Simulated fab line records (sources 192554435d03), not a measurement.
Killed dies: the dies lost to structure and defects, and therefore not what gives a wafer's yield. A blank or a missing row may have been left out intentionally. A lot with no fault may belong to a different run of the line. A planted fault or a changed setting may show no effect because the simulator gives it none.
A lot that was struck, set against a sound lot | flow n5_finfet | 37 steps out of a route of 1938
Sound: the wafers L589.2, L589.3, L589.4. Wafers L574.2, L574.3, L574.6 were the ones struck. The cause is given at the end.
Each step with rows lists, per side, the tool, then ch with its chambers, then its first start. Under that, the readings that differ: sound wafers | struck wafers | difference of the means | sigmas: that difference in standard deviations of wafers without a fault.
alike: readings whose means differ by less than 2 such deviations, and words and numbers that are the same on both sides. not compared: withheld readings, readings that some wafer has no value for, bounds like >300 that may hide the same value, and numbers for which the record gives no deviation and whose values overlap.
A row with sigmas, a row that says differs or no value, or rows on one side alone: a step with any of these is where the two part. Non-overlapping numbers with no deviation appear without sigmas and do not part them. A reading that every wafer of one side lacks parts them only if that side has two wafers or more.

first, 9 steps without rows for these wafers: N5_WELL_APT_COAT_19 (resist thk 950 nm); N5_WELL_APT_EBR_21; N5_WELL_APT_SOFTBAKE_20 (time 60 s); N5_WELL_APT_EXPOSE_22 (exposes mask PWELL, defocus 0 nm, target cd 200 nm); N5_WELL_APT_PEB_23 (peb time 90 s); N5_WELL_APT_DEVELOP_24 (develop time 45 s); N5_WELL_APT_HARDBAKE_29 (time 120 s); N5_WELL_APT_DESCUM_30 (chemistry O2, time 7.9 s); N5_WELL_APT_IMPLANT_31.
N5_WELL_APT_IMPLANT_32:
  sound on implanter-01 ch 0, day 6 19:36; struck on implanter-01 ch 0, day 2 22:10
  reading                   | sound                | struck               | difference | sigmas
  beam_energy_keV           | 50.003 50.003 49.989 | 40.720 40.730 40.715 | -9.277     | -99 or more
  model.implant.rp_nm (nm)  | 38.13 38.13 38.13    | 30.8 30.8 30.8       | -7.3       |
  model.implant.drp_nm (nm) | 18.55 18.55 18.55    | 16.06 16.06 16.06    | -2.49      |
  alike: dose_ions_cm2, end_station_pressure_torr, tilt_deg
then, 25 steps without rows for these wafers: N5_WELL_APT_STRIP_33 (strips in SPM, time 900 s); N5_WELL_APT_RTA_34 (time 10 s); N5_WELL_APT_OXIDE_STRIP_42 (strips SiO2 in dHF, time 45 s, target depth 12 nm); N5_WELL_APT_PRECLEAN_36 (cleans in O3/DIW, time 45 s); N5_WELL_APT_PRECLEAN_39 (cleans in dHF, time 60 s); N5_WELL_APT_SRD_37 (time 30 s); N5_WELL_APT_EPI_41 (deposits Si from SiH4/H2, target thk 50 nm, time 297.7 s); N5_PMOS_HMC_CHANNEL_EPI_HM_DEP_34 (deposits SiO2 from TEOS/O2, target thk 36 nm, time 6.9 s); N5_PMOS_HMC_CHANNEL_EPI_COAT_31 (time 60 s, resist thk 66 nm); N5_PMOS_HMC_CHANNEL_EPI_COAT_03 (resist thk 205 nm); N5_PMOS_HMC_CHANNEL_EPI_EBR_05; N5_PMOS_HMC_CHANNEL_EPI_SOFTBAKE_04 (time 60 s); N5_PMOS_HMC_CHANNEL_EPI_EXPOSE_06 (exposes mask PMOS HMC BLK, target cd 240 nm); N5_PMOS_HMC_CHANNEL_EPI_PEB_07 (peb time 60 s); N5_PMOS_HMC_CHANNEL_EPI_DEVELOP_08 (develop time 30 s); N5_PMOS_HMC_CHANNEL_EPI_DESCUM_14 (chemistry O2, time 7.9 s); N5_PMOS_HMC_CHANNEL_EPI_ETCH_32 (etches BARC in N2/H2, stops on SiO2, target depth 85.8 nm, time 50.3 s); N5_PMOS_HMC_CHANNEL_EPI_HM_OPEN_15 (chemistry CHF3/O2, target SiO2, target depth 40.6 nm, time 20.3 s); N5_PMOS_HMC_CHANNEL_EPI_STRIP_33 (strips in N2/H2); N5_PMOS_HMC_CHANNEL_EPI_STRIP_17 (strips in SPM, time 750 s); N5_PMOS_HMC_CHANNEL_EPI_ETCH_38 (etches SiO2 in CF4, target depth 1.5 nm); N5_PMOS_HMC_CHANNEL_EPI_FIN_RECESS_16 (chemistry HBr/Cl2, target Si, target depth 54 nm, time 18 s); N5_PMOS_HMC_CHANNEL_EPI_PRECLEAN_36 (cleans in O3/DIW, time 45 s); N5_PMOS_HMC_CHANNEL_EPI_PRECLEAN_18 (cleans in DHF, time 30 s); N5_PMOS_HMC_CHANNEL_EPI_SRD_19 (time 30 s).
-- here the record skips 7 days between the struck wafers' starts before and after, leaving off in module PMOS_HMC_CHANNEL_EPI and picking up in module BEOL_M4 (first step shown: number 1111 of the route) --
N5_BEOL_M4_RC_MEAS_101:
  sound on prober-02 ch 0, day 13 14:48; struck on prober-02 ch 0, day 9 20:14
  reading           | sound          | struck         | difference | sigmas
  CJ_N              | 4.44 4.28 4.35 | 4.76 4.94 4.88 | +0.50      | +6
  RS_PWELL (ohm/sq) | 3022 2991 3003 | 3110 3069 3105 | +89        | +4
  alike: DIBL_N, DIBL_P, IOFF_N, IOFF_P, ION_N, ION_P, SS_N, SS_P, VT_N, VT_P
N5_PASSIVATION_PROBE_49:
  rows exist in the record for the sound wafers here (prober-01, day 18 03:24), none for the struck ones

## WHERE THEY PART
Last at N5_PASSIVATION_PROBE_49 as far as this record goes, first at N5_WELL_APT_IMPLANT_32.

WHY: whatever the simulator had introduced
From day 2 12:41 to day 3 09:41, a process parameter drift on implanter-01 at N5_WELL_APT_IMPLANT_32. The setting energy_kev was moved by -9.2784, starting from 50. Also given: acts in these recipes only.
